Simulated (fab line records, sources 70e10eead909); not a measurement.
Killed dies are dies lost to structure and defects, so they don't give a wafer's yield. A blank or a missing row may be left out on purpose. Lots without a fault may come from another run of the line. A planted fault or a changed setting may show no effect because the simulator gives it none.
Which tool did it? | flow nand_harc | 12 lots, 36 wafers sampled, at 6 steps of a route of 1302

WHAT THE GAUGES READ, wafer by wafer
NHARC_A_ZERO_WELL_CD_MEAS_10: target cd 2000 nm. Usual: cd_nm 2000.0 nm, standard deviation 1.7.
lot  | measured     | on        | cd_nm (nm)           | flag
L144 | day 8 10:07  | cd_sem-02 | 2004.0 2000.8 2000.6 |
L146 | day 9 04:41  | cd_sem-01 | 1998.6 1996.3 1996.5 |
L145 | day 9 05:39  | cd_sem-02 | 1998.7 1998.3 2001.7 |
L147 | day 9 19:40  | cd_sem-03 | 2000.2 2002.0 1999.3 |
L149 | day 11 04:35 | cd_sem-02 | 1999.1 1998.0 1999.8 |
L150 | day 11 08:26 | cd_sem-01 | 2001.5 1998.2 1997.8 |
L151 | day 11 13:32 | cd_sem-03 | 1999.8 1998.3 2001.1 |
L153 | day 12 00:52 | cd_sem-02 | 1998.6 2001.8 1997.9 |
L159 | day 14 15:25 | cd_sem-01 | 1995.3 2000.1 1998.5 |
L160 | day 14 22:52 | cd_sem-02 | 1997.2 2000.7 2000.4 |
L161 | day 15 10:22 | cd_sem-01 | 1998.5 1998.2 1997.8 |
L163 | day 16 10:29 | cd_sem-03 | 1999.7 2004.2 1999.1 |

NHARC_A_SOURCE_PLATE_THK_MEAS_09: measures by ellipsometry. Usual: thk_nm 9.6 nm, standard deviation 1.1.
lot  | measured     | on            | thk_nm (nm)    | flag
L144 | day 8 19:03  | film_metro-02 | 9.2 9.3 9.9    |
L146 | day 9 13:40  | film_metro-02 | 10.9 9.5 7.3   |
L145 | day 9 13:40  | film_metro-01 | 11.5 10.1 10.1 |
L147 | day 10 04:25 | film_metro-02 | 8.7 8.8 9.4    |
L149 | day 11 13:23 | film_metro-01 | 7.6 9.6 8.7    |
L150 | day 11 17:04 | film_metro-01 | 10.8 11.3 12.1 |
L151 | day 11 21:54 | film_metro-02 | 11.0 7.7 11.3  |
L153 | day 12 09:08 | film_metro-02 | 9.2 8.4 11.7   |
L159 | day 14 23:44 | film_metro-02 | 9.0 10.4 9.5   |
L160 | day 15 08:11 | film_metro-01 | 8.6 10.6 9.9   |
L161 | day 15 21:13 | film_metro-01 | 11.5 8.8 8.9   |
L163 | day 16 17:26 | film_metro-01 | 8.9 9.4 7.5    |

NHARC_A_ONON_D1_THK_MEAS_02: measures by ellipsometry. Usual: thk_nm 1003 nm, standard deviation 9.
lot  | measured     | on            | thk_nm (nm)                   | flag
L144 | day 9 08:16  | film_metro-01 | 1026 1026 1026                |
L146 | day 10 03:17 | film_metro-01 | 1002 1003 1003                |
L145 | day 10 03:17 | film_metro-02 | 995 995 997                   |
L147 | day 10 20:34 | film_metro-02 | 1013 1015 1014                |
L149 | day 12 04:39 | film_metro-01 | 1003 1004 1006                |
L150 | day 12 04:40 | film_metro-02 | 989 987 989                   |
L151 | day 12 11:31 | film_metro-01 | 1008 1009 1010                |
L153 | day 12 22:23 | film_metro-01 | 997 995 995                   |
L159 | day 15 13:20 | film_metro-02 | 1360 1361 1003 1360 1360 1005 | OFF
L160 | day 15 23:11 | film_metro-02 | 1349 1347 993 1349 1347 994   | OFF
L161 | day 16 10:48 | film_metro-02 | 1015 1013 1015                |
L163 | day 17 06:59 | film_metro-02 | 1004 1007 1003                |

NHARC_END_SORT_01. Usual: killed_at_array 59, standard deviation 16; killed_at_other 0.8, standard deviation 1.1; killed_at_periphery 3.6, standard deviation 2.4; killed_dies 64, standard deviation 16; killed_open 3.4, standard deviation 1.8; killed_short 2.5, standard deviation 1.6.
lot  | measured     | on        | killed_at_array | killed_at_other | killed_at_periphery | killed_dies | killed_open | killed_short | flag
L144 | day 25 18:37 | prober-01 | 40 43 58        | 3 3 2           | 4 4 5               | 47 50 65    | 3 4 3       | 2 8 2        |
L146 | day 26 13:33 | prober-01 | 70 71 83        | 0 0 0           | 4 8 4               | 74 79 87    | 5 9 2       | 1 2 1        |
L145 | day 26 13:35 | prober-02 | 61 60 55        | 1 1 1           | 6 1 1               | 68 62 57    | 5 2 4       | 2 4 3        |
L147 | day 27 08:58 | prober-01 | 70 47 48        | 0 0 0           | 0 3 0               | 70 50 48    | 1 7 0       | 2 3 0        |
L149 | day 29 18:06 | prober-02 | 64 60 52        | 1 3 0           | 8 2 8               | 73 65 60    | 5 2 3       | 1 1 0        |
L150 | day 30 02:42 | prober-02 | 67 67 61        | 0 0 1           | 4 3 2               | 71 70 64    | 6 5 0       | 0 4 2        |
L151 | day 29 10:19 | prober-01 | 85 68 77        | 1 1 0           | 1 2 4               | 87 71 81    | 2 3 4       | 3 2 3        |
L153 | day 29 10:20 | prober-02 | 38 46 54        | 0 1 0           | 5 7 7               | 43 54 61    | 2 3 5       | 3 3 4        |
L159 | day 32 09:23 | prober-01 | 673 675 51      | 0 0 0           | 4 2 4               | 677 677 55  | 4 0 2       | 1 1 3        | OFF
L160 | day 32 20:16 | prober-01 | 674 676 71      | 0 0 0           | 3 1 0               | 677 677 71  | 3 5 3       | 2 3 3        | OFF
L161 | day 33 13:08 | prober-02 | 48 50 44        | 2 4 2           | 10 4 5              | 60 58 51    | 2 4 1       | 2 1 1        |
L163 | day 33 21:01 | prober-01 | 28 41 29        | 0 1 0           | 1 3 1               | 29 45 30    | 4 4 2       | 3 4 2        |

WHICH TOOL RAN EACH LOT (tool, then ch and the chambers of the sampled wafers, then the start)
lot  | NHARC_A_ZERO_WELL_ETCH_13        | NHARC_A_ONON_D1_DEP_00
L144 | rie_si-05 ch 2,3, day 8 10:29    | pecvd_onon-03 ch 0, day 9 07:46
L146 | rie_si-05 ch 0,1,3, day 9 05:04  | pecvd_onon-02 ch 0, day 10 02:46
L145 | rie_si-04 ch 0,2,3, day 9 06:02  | pecvd_onon-04 ch 0, day 10 02:46
L147 | rie_si-05 ch 0,2,3, day 9 20:03  | pecvd_onon-02 ch 0, day 10 20:11
L149 | rie_si-04 ch 1,2,3, day 11 04:59 | pecvd_onon-02 ch 0, day 12 04:08
L150 | rie_si-05 ch 0,2,3, day 11 08:49 | pecvd_onon-04 ch 0, day 12 04:12
L151 | rie_si-04 ch 0,2,3, day 11 13:55 | pecvd_onon-02 ch 0, day 12 11:01
L153 | rie_si-01 ch 1,2,3, day 12 01:14 | pecvd_onon-03 ch 0, day 12 21:53
L159 | rie_si-01 ch 0,1,3, day 14 15:47 | pecvd_onon-02 ch 0, day 15 12:50
L160 | rie_si-01 ch 2,3, day 14 23:13   | pecvd_onon-02 ch 0, day 15 22:43
L161 | rie_si-05 ch 0,1,2, day 15 10:44 | pecvd_onon-04 ch 0, day 16 10:24
L163 | rie_si-04 ch 1,2,3, day 16 10:52 | pecvd_onon-03 ch 0, day 17 06:28
- NHARC_A_ZERO_WELL_ETCH_13: etches the open film in HBr/Cl2, target depth 120 nm, time 40.1 s.
- NHARC_A_ONON_D1_DEP_00: target thk 1000 nm.

WHAT THE TOOLS THEMSELVES READ (means of the sampled wafers that have a number; where no wafer has one, the mark that the record gives instead)
NHARC_A_ZERO_WELL_ETCH_13. Usual: chamber_pressure_mTorr 14.999 mTorr, standard deviation 0.014; drypump_motor_current_A 5.8 A, standard deviation 0.48; oes_product_au 1.002 a.u., standard deviation 0.0094; throttle_valve_pct 26.404 %, standard deviation 0.0087.
lot  | tool      | chamber_pressure_mTorr (mTorr) | drypump_motor_current_A (A) | oes_product_au (a.u.) | throttle_valve_pct (%) | flag
L144 | rie_si-05 | 14.991                         | 6.5                         | 1.002                 | 26.396                 |
L146 | rie_si-05 | 14.993                         | 6.0                         | 1.006                 | 26.410                 |
L145 | rie_si-04 | 14.990                         | 5.5                         | 1.000                 | 26.405                 |
L147 | rie_si-05 | 14.995                         | 6.1                         | 1.011                 | 26.411                 |
L149 | rie_si-04 | 14.991                         | 5.7                         | 1.000                 | 26.399                 |
L150 | rie_si-05 | 15.005                         | 6.1                         | 1.011                 | 26.396                 |
L151 | rie_si-04 | 15.002                         | 5.5                         | 1.002                 | 26.404                 |
L153 | rie_si-01 | 15.001                         | 5.6                         | 1.000                 | 26.404                 |
L159 | rie_si-01 | 15.003                         | 5.9                         | 1.002                 | 26.405                 |
L160 | rie_si-01 | 14.993                         | 5.5                         | 1.003                 | 26.408                 |
L161 | rie_si-05 | 14.998                         | 6.0                         | 0.996                 | 26.404                 |
L163 | rie_si-04 | 15.000                         | 5.7                         | 0.998                 | 26.394                 |

NHARC_A_ONON_D1_DEP_00. Usual: sih4_flow_sccm 209.8 sccm, standard deviation 0.64.
lot  | tool          | sih4_flow_sccm (sccm) | flag
L144 | pecvd_onon-03 | 210.0                 |
L146 | pecvd_onon-02 | 208.9                 |
L145 | pecvd_onon-04 | 209.0                 |
L147 | pecvd_onon-02 | 210.2                 |
L149 | pecvd_onon-02 | 210.1                 |
L150 | pecvd_onon-04 | 210.2                 |
L151 | pecvd_onon-02 | 210.0                 |
L153 | pecvd_onon-03 | 210.1                 |
L159 | pecvd_onon-02 | 209.7                 |
L160 | pecvd_onon-02 | 209.7                 |
L161 | pecvd_onon-04 | 209.0                 |
L163 | pecvd_onon-03 | 209.5                 |

THE ANSWER, worked out from the rows above alone
Rule: a lot is off if the mean of its wafers that have a number lies more than 3 standard deviations from the usual mean. A lot without any number at a reading at which 4 lots or more have one is off too. The other lots that the step has rows for count as sound. The gauges are gone through in route order, then the tools' own readings, and for those a lot's mean is taken as printed above. The first step at which some lot is off is used, and at that step the reading that is off furthest; a lot without a number counts as furthest.
Off: L159, L160, at NHARC_A_ONON_D1_THK_MEAS_02 (thk_nm).
A tool fits if, at a process step before that reading, it ran every lot that is off, and no sound lot after the first of them. The gauges at NHARC_A_ONON_D1_THK_MEAS_02 aren't tried: what is off there is off at NHARC_END_SORT_01 too, on other tools, and a gauge's error can't cause that. Can't be told from this: 2 tools fit, rie_si-01 at NHARC_A_ZERO_WELL_ETCH_13, pecvd_onon-02 at NHARC_A_ONON_D1_DEP_00.

WHAT THE SIMULATOR HAD PUT IN
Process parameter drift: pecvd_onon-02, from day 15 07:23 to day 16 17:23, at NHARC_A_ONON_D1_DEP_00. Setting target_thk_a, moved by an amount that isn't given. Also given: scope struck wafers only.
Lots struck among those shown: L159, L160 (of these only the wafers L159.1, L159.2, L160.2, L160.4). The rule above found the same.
